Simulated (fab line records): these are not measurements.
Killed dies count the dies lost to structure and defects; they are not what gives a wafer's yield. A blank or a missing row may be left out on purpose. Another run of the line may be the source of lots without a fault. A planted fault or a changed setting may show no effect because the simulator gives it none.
Struck lot and sound lot, side by side | flow nandHarc | 16 out of 1302 route steps
Sound: these wafers, L204.2, L204.3, L204.4. Struck: wafers L224.2, L224.4, L224.5. The cause is named last.
At each step with rows: each side's tool, then ch and its chambers, then its first start. Under that, the readings that differ: sound wafers | struck wafers | difference of the means | sigmas: that difference in standard deviations of wafers without a fault.
alike: a reading whose means differ by less than 2 such deviations, as well as words and numbers matching on both sides. not compared: withheld readings; readings where some wafer has no value; bounds like >300 that might hide an equal value; numbers whose values overlap and for which the record gives no deviation.
The two part at a step that has a row with sigmas, a row that says differs or no value, or rows on one side only. Numbers that don't overlap but have no deviation are shown without sigmas and don't part them. A reading missing from all wafers of one side parts the sides only when that side holds two or more wafers.

first, 1 step without rows for these wafers: NHARC_A_DECK1_JOINT_SRD_15.
NHARC_A_DECK1_JOINT_DEP_16: deposits SiO2, target thk 45 nm.
  sound on pecvd-04 ch 0,1,2, day 12 19:55; struck on pecvd-04 ch 0,1,2, day 20 16:23
  alike: flowSccm, heaterPowerW, showerheadVppV, throttleValvePct
NHARC_A_DECK1_JOINT_THK_MEAS_17: measures by ellipsometry.
  sound: filmMetro-02 at day 12 20:12; struck: filmMetro-02 at day 20 16:40
  alike: thkNm
NHARC_A_DECK1_JOINT_INSPECT_05:
  sound: defectInspect-02 at day 12 20:14; struck: defectInspect-01 at day 20 16:43
  alike: rawDefectCount
then, no rows for these wafers at 1 step: NHARC_A_ONON_D2_DEP_00 (target thk 1000 nm).
NHARC_A_ONON_D2_THK_MEAS_02: measures by ellipsometry.
  sound: filmMetro-01 at day 12 20:49; struck: filmMetro-02 at day 20 17:17
  alike: thkNm
then, no rows for these wafers at 1 step: NHARC_A_ONON_D2_DEP_03 (target thk 1000 nm).
NHARC_A_ONON_D2_THK_MEAS_05: measures by ellipsometry.
  sound: filmMetro-02 at day 12 21:23; struck: filmMetro-01 at day 20 17:51
reading    | sound       | struck         | difference | sigmas
thkNm (nm) | 999 995 998 | 1031 1031 1029 | +33        | +3
then, no rows for these wafers at 1 step: NHARC_A_ONON_D2_DEP_06 (target thk 1000 nm).
NHARC_A_ONON_D2_THK_MEAS_08: measures by ellipsometry.
  sound: filmMetro-01 at day 12 21:56; struck: filmMetro-02 at day 20 18:25
  alike: thkNm
then, no rows for these wafers at 1 step: NHARC_A_ONON_D2_DEP_09 (target thk 1000 nm).
NHARC_A_ONON_D2_THK_MEAS_11: measures by ellipsometry.
  sound: filmMetro-02 at day 12 22:31; struck: filmMetro-01 at day 20 18:59
  alike: thkNm
NHARC_A_ONON_D2_DEP_12: target thk 1000 nm.
  sound on pecvdOnon-03 ch 0, day 12 22:37; struck on pecvdOnon-03 ch 0, day 20 19:05
  alike: n2oFlowSccm
NHARC_A_ONON_D2_THK_MEAS_14: measures by ellipsometry.
  sound: filmMetro-01 at day 12 23:04; struck: filmMetro-01 at day 20 19:33
reading    | sound       | struck      | difference | sigmas
thkNm (nm) | 981 980 981 | 499 499 499 | -482       | -49
then, 1 step without rows for these wafers: NHARC_A_ONON_D2_ANNEAL_15 (time 3600 s).
-- record jumps: 12 days between struck wafers' starts before vs after; left off in module A_ONON_D2, resumes in module END, first step shown is number 1302 of the route --
NHARC_END_SORT_01:
  at this point the record logs the struck wafers (prober-01 ch 0, day 32 22:04) and has no rows for the sound ones

## WHERE THEY PART
Last at NHARC_END_SORT_01 as far as this record goes, first at NHARC_A_ONON_D2_THK_MEAS_05.

WHY: whatever the simulator had introduced
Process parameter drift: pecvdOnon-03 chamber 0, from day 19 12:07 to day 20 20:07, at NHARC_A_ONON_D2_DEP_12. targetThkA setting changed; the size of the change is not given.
